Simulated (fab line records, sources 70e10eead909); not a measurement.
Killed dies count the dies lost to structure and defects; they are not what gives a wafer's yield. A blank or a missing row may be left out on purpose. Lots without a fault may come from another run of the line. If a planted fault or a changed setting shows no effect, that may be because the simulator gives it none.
Which tool did it? :: flow nand harc :: 6 lots, 18 wafers sampled, at 4 steps of a route of 1302

== WHAT THE GAUGES READ, wafer by wafer ==
NHARC_END_SORT_01.
lot: L773
measured: day 31 20:32
on: prober-02
killed at array: 66 57 64

== WHAT TOOL EACH LOT RAN ON (gives the tool, then ch and the chambers of the sampled wafers, and finally the start) ==
lot: L756
NHARC_P_STI_HDPCVD_20: hdpcvd-01 ch 0,1, day 3 17:26
NHARC_THIN_TSV_ETCH_44: rie diel-08 ch 0,2, day 24 20:27
NHARC_THIN_TSV_ETCH_15: rie si-02 ch 0,1,3, day 24 20:59

lot: L758
NHARC_P_STI_HDPCVD_20: hdpcvd-01 ch 0,1, day 4 12:37
NHARC_THIN_TSV_ETCH_44: rie diel-13 ch 1,2, day 24 22:40
NHARC_THIN_TSV_ETCH_15: rie si-04 ch 0,2,3, day 24 23:16

lot: L760
NHARC_P_STI_HDPCVD_20: hdpcvd-01 ch 0,1, day 5 08:28
NHARC_THIN_TSV_ETCH_44: rie diel-13 ch 0,2, day 25 13:16
NHARC_THIN_TSV_ETCH_15: rie si-04 ch 0,2,3, day 25 13:52

lot: L762
NHARC_P_STI_HDPCVD_20: hdpcvd-01 ch 0,1, day 6 02:50
NHARC_THIN_TSV_ETCH_44: rie diel-13 ch 0,1,3, day 26 20:01
NHARC_THIN_TSV_ETCH_15: rie si-03 ch 0,1,3, day 26 20:32

lot: L768
NHARC_P_STI_HDPCVD_20: hdpcvd-01 ch 0,1, day 8 14:04
NHARC_THIN_TSV_ETCH_44: rie diel-08 ch 0,2,3, day 29 01:17
NHARC_THIN_TSV_ETCH_15: rie si-03 ch 1,2, day 29 01:45

lot: L773
NHARC_P_STI_HDPCVD_20: hdpcvd-01 ch 0,1, day 10 17:40
NHARC_THIN_TSV_ETCH_44: rie diel-09 ch 0,1, day 31 05:50
NHARC_THIN_TSV_ETCH_15: rie si-02 ch 0,2,3, day 31 06:26
- NHARC_P_STI_HDPCVD_20: deposits SiO2.
- NHARC_THIN_TSV_ETCH_44: etches the open film in CF4/O2, target depth 1594.2 nm, time 797.1 s.
- NHARC_THIN_TSV_ETCH_15: target depth 3000 nm, bosch target overetch cycles 2, bosch etch step 2.8 s.

== THE ANSWER, worked out from the rows above alone ==
Rule: usual is defined by the lots themselves. The widest of any qualifying gaps counts: lots, ordered by their means at a reading, are off when they make up no more than a third of the lots, leave a main group of 4 or more, and stand apart from it by 3 or more times the standard deviation of that group's means. The tables above print the reading to a certain number of digits; a main group whose means all agree to those digits is not used. Also off: a lot with no number at a reading for which 4 or more lots have one. Any other lot the step has rows for is counted as sound.
None of the lots is off at any reading shown; this tells nothing.

== WHAT THE SIMULATOR HAD PUT IN ==
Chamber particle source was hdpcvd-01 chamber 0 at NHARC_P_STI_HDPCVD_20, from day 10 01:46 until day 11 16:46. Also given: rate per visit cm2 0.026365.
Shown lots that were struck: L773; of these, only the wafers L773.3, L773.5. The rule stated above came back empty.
